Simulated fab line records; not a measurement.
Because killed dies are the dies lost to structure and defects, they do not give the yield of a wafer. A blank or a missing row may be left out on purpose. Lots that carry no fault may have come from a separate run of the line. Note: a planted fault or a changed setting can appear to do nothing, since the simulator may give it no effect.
Chamber matching / flow nand_harc / rie_diel-13 running NHARC_A_CONTACT_ETCH_90: 4 sister chambers
The step etches the open film in CH3F/O2, target depth 40 nm, time 85.7 s. 17 wafers are shown with their chamber, then 8 later ones without.

## WAFERS WITH THEIR CHAMBER
wafer=L615.2; chamber=2; showerhead_plenum_p_Torr (Torr)=2.36; drypump_motor_current_A (A)=6.0; rf_vpp_V (V)=242.8
wafer=L615.3; chamber=1; showerhead_plenum_p_Torr (Torr)=2.35; drypump_motor_current_A (A)=5.5; rf_vpp_V (V)=243.3
wafer=L615.4; chamber=3; showerhead_plenum_p_Torr (Torr)=2.52; drypump_motor_current_A (A)=6.0; rf_vpp_V (V)=245.7
wafer=L616.3; chamber=3; showerhead_plenum_p_Torr (Torr)=2.52; drypump_motor_current_A (A)=6.0; rf_vpp_V (V)=244.5
wafer=L616.4; chamber=1; showerhead_plenum_p_Torr (Torr)=2.35; drypump_motor_current_A (A)=5.4; rf_vpp_V (V)=243.7
wafer=L616.6; chamber=0; showerhead_plenum_p_Torr (Torr)=2.33; drypump_motor_current_A (A)=5.2; rf_vpp_V (V)=240.0
wafer=L617.1; chamber=2; showerhead_plenum_p_Torr (Torr)=2.36; drypump_motor_current_A (A)=6.0; rf_vpp_V (V)=242.9
wafer=L617.5; chamber=1; showerhead_plenum_p_Torr (Torr)=2.35; drypump_motor_current_A (A)=5.4; rf_vpp_V (V)=243.2
wafer=L617.6; chamber=0; showerhead_plenum_p_Torr (Torr)=2.33; drypump_motor_current_A (A)=5.2; rf_vpp_V (V)=241.0
wafer=L618.1; chamber=1; showerhead_plenum_p_Torr (Torr)=2.35; drypump_motor_current_A (A)=5.4; rf_vpp_V (V)=242.6
wafer=L618.5; chamber=3; showerhead_plenum_p_Torr (Torr)=2.51; drypump_motor_current_A (A)=6.0; rf_vpp_V (V)=243.8
wafer=L618.6; chamber=1; showerhead_plenum_p_Torr (Torr)=2.35; drypump_motor_current_A (A)=5.5; rf_vpp_V (V)=242.1
wafer=L621.1; chamber=0; showerhead_plenum_p_Torr (Torr)=2.33; drypump_motor_current_A (A)=5.2; rf_vpp_V (V)=243.5
wafer=L621.3; chamber=3; showerhead_plenum_p_Torr (Torr)=2.51; drypump_motor_current_A (A)=6.0; rf_vpp_V (V)=245.0
wafer=L621.6; chamber=3; showerhead_plenum_p_Torr (Torr)=2.51; drypump_motor_current_A (A)=6.0; rf_vpp_V (V)=245.5
wafer=L619.1; chamber=3; showerhead_plenum_p_Torr (Torr)=2.51; drypump_motor_current_A (A)=6.0; rf_vpp_V (V)=244.1
wafer=L619.2; chamber=0; showerhead_plenum_p_Torr (Torr)=2.33; drypump_motor_current_A (A)=5.2; rf_vpp_V (V)=245.2

SIGNATURES (means of the wafers above)
reading=showerhead_plenum_p_Torr; chamber 0=2.3300; chamber 1=2.3500; chamber 2=2.3600; chamber 3=2.5133; scatter within a chamber=0.0032
reading=drypump_motor_current_A; chamber 0=5.200; chamber 1=5.440; chamber 2=6.000; chamber 3=6.000; scatter within a chamber=0.0304
reading=rf_vpp_V; chamber 0=242.425; chamber 1=242.980; chamber 2=242.850; chamber 3=244.767; scatter within a chamber=1.28
Rule: a wafer's distance from a chamber is the root of the sum, over the readings, of the square of ((its reading less the chamber's mean) divided by the reading's scatter). If the next closest chamber is less than 2 further off than the closest, the wafer can't be placed; otherwise it belongs to the closest. How the scatter is found: for the shown wafers, subtract from each reading the mean of its chamber, square and add these, divide the total by (wafers less chambers), then take the root.

## WAFERS WHOSE CHAMBER IS MISSING
wafer=L619.4; showerhead_plenum_p_Torr (Torr)=2.51; drypump_motor_current_A (A)=6.0; rf_vpp_V (V)=246.8
wafer=L624.1; showerhead_plenum_p_Torr (Torr)=2.36; drypump_motor_current_A (A)=6.0; rf_vpp_V (V)=242.6
wafer=L624.3; showerhead_plenum_p_Torr (Torr)=2.51; drypump_motor_current_A (A)=6.0; rf_vpp_V (V)=245.9
wafer=L624.6; showerhead_plenum_p_Torr (Torr)=2.33; drypump_motor_current_A (A)=5.2; rf_vpp_V (V)=242.6
wafer=L632.1; showerhead_plenum_p_Torr (Torr)=2.51; drypump_motor_current_A (A)=6.0; rf_vpp_V (V)=246.0
wafer=L632.4; showerhead_plenum_p_Torr (Torr)=2.35; drypump_motor_current_A (A)=6.0; rf_vpp_V (V)=242.9
wafer=L635.5; showerhead_plenum_p_Torr (Torr)=2.35; drypump_motor_current_A (A)=6.0; rf_vpp_V (V)=242.8
wafer=L635.6; showerhead_plenum_p_Torr (Torr)=2.34; drypump_motor_current_A (A)=5.5; rf_vpp_V (V)=243.6

## WHICH CHAMBER EACH WENT THROUGH
wafer=L619.4; from the rows above=3; in truth=3
wafer=L624.1; from the rows above=2; in truth=2
wafer=L624.3; from the rows above=3; in truth=3
wafer=L624.6; from the rows above=0; in truth=0
wafer=L632.1; from the rows above=3; in truth=3
wafer=L632.4; from the rows above=2; in truth=2
wafer=L635.5; from the rows above=2; in truth=2
wafer=L635.6; from the rows above=1; in truth=1
Correctly placed: 8 of 8. From these rows, 0 cannot be placed. 0 placed wrongly.
